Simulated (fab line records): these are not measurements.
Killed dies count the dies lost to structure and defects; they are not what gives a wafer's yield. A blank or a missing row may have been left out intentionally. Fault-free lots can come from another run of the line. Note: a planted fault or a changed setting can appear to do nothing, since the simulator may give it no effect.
Chamber matching :: flow n5-finfet :: N5_FIN_SAQP_PECVD_48 on pecvd-02: 3 sister chambers
The step deposits SiNx from SiH4/NH3/N2, target thk 25 nm, time 22.1 s. 6 wafers are shown with their chamber, then 9 later ones without.

== WAFERS PAIRED WITH THEIR CHAMBERS ==
wafer: L084.2
chamber: 0
showerhead-plenum-p-Torr (Torr): 5.19
heater-power-w (W): 710

wafer: L085.3
chamber: 2
showerhead-plenum-p-Torr (Torr): 5.13
heater-power-w (W): 1037

wafer: L085.4
chamber: 2
showerhead-plenum-p-Torr (Torr): 5.12
heater-power-w (W): 1020

wafer: L090.3
chamber: 1
showerhead-plenum-p-Torr (Torr): 5.01
heater-power-w (W): 743

wafer: L090.5
chamber: 1
showerhead-plenum-p-Torr (Torr): 5.01
heater-power-w (W): 737

wafer: L090.6
chamber: 0
showerhead-plenum-p-Torr (Torr): 5.19
heater-power-w (W): 663

== WAFERS WITH NO CHAMBER GIVEN ==
wafer: L092.2
showerhead-plenum-p-Torr (Torr): 5.13
heater-power-w (W): 859

wafer: L092.4
showerhead-plenum-p-Torr (Torr): 5.19
heater-power-w (W): 695

wafer: L092.6
showerhead-plenum-p-Torr (Torr): 5.03
heater-power-w (W): 655

wafer: L093.2
showerhead-plenum-p-Torr (Torr): 5.18
heater-power-w (W): 673

wafer: L093.3
showerhead-plenum-p-Torr (Torr): 5.14
heater-power-w (W): 875

wafer: L093.4
showerhead-plenum-p-Torr (Torr): 5.19
heater-power-w (W): 681

wafer: L097.2
showerhead-plenum-p-Torr (Torr): 5.02
heater-power-w (W): 760

wafer: L097.3
showerhead-plenum-p-Torr (Torr): 5.13
heater-power-w (W): 911

wafer: L097.4
showerhead-plenum-p-Torr (Torr): 5.18
heater-power-w (W): 700

== WHICH CHAMBER EACH ONE RAN IN ==
wafer: L092.2
from the rows above: 2
in truth: 2

wafer: L092.4
from the rows above: 0
in truth: 0

wafer: L092.6
from the rows above: 1
in truth: 1

wafer: L093.2
from the rows above: 0
in truth: 0

wafer: L093.3
from the rows above: 2
in truth: 2

wafer: L093.4
from the rows above: 0
in truth: 0

wafer: L097.2
from the rows above: 1
in truth: 1

wafer: L097.3
from the rows above: 2
in truth: 2

wafer: L097.4
from the rows above: 0
in truth: 0
Correct placement for 9 of the 9. Can't be placed from these rows: 0. Placed wrongly: 0.
How it was worked out, from the rows above alone: a wafer's distance from a chamber is the root of the sum, over the readings, of the square of ((its reading less the chamber's mean) divided by the reading's scatter). The wafer belongs to the nearest chamber; if the next one is less than 2 further off, it can't be placed. Each chamber's mean is taken over the wafers shown for it. The scatter: the root of (the sum of the squares of (reading less its chamber's mean) over the shown wafers, divided by (wafers less chambers)).
